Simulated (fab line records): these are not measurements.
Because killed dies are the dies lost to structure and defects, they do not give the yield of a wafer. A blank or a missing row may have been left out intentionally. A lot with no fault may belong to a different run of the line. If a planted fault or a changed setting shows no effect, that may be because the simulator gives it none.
A single fault, viewed from 2 desks ; flow n5 finfet ; each desk holds nothing but its own numbers, with what lay behind them at the end

== AT THE TOOL OWNER'S DESK: pecvd-04 ==
The tool's own readings at N5_GATE_CUT_PECVD_57 (deposits SiNx from SiH4/NH3/N2, target thk 21 nm): means of the sampled wafers that have a number, for each lot that ran on this tool. A lot is out of limits, marked OUT, if its mean lies more than 4 standard deviations from the usual mean; the brackets give that distance.
Columns: A = heater power w at N5_GATE_CUT_PECVD_57, usual 751 W; B = showerhead plenum p Torr at N5_GATE_CUT_PECVD_57, usual 5.13 Torr; C = throttle valve pct at N5_GATE_CUT_PECVD_57, usual 40.0 %
lot;first seen here;A;B;C
L869;day 5 04:41;684;5.12;39.6
L880;day 8 01:40;685;5.12;39.5
This desk's verdict: no lot among the 2 shows anything out of limits.

== THE DEFECT DESK ==
Per lot, the means of the sampled wafers with a number show what the inspections along the route counted. A lot is out of limits, marked OUT, if its mean lies more than 4 standard deviations from the usual mean; the brackets give that distance.
Columns: A = raw defect count at N5_HKMG_FIN_INSPECT_28, usual 44
lot;first seen here;A
L866;day 4 12:04;40
L868;day 5 00:27;34
L869;day 5 01:26;46
L870;day 5 08:19;25
L871;day 5 16:01;43
L872;day 5 21:29;97
L873;day 6 02:38;38
L880;day 7 22:24;56
L884;day 8 20:03;44
L886;day 9 09:01;50
L887;day 9 12:56;51
This desk's verdict: no lot among the 11 shows anything out of limits.

== TAKEN TOGETHER ==
The desk of the tool owner found nothing out of limits.
Nothing out of limits was seen by the defect desk.

== WHAT HAD BEEN PUT IN BY THE SIMULATOR ==
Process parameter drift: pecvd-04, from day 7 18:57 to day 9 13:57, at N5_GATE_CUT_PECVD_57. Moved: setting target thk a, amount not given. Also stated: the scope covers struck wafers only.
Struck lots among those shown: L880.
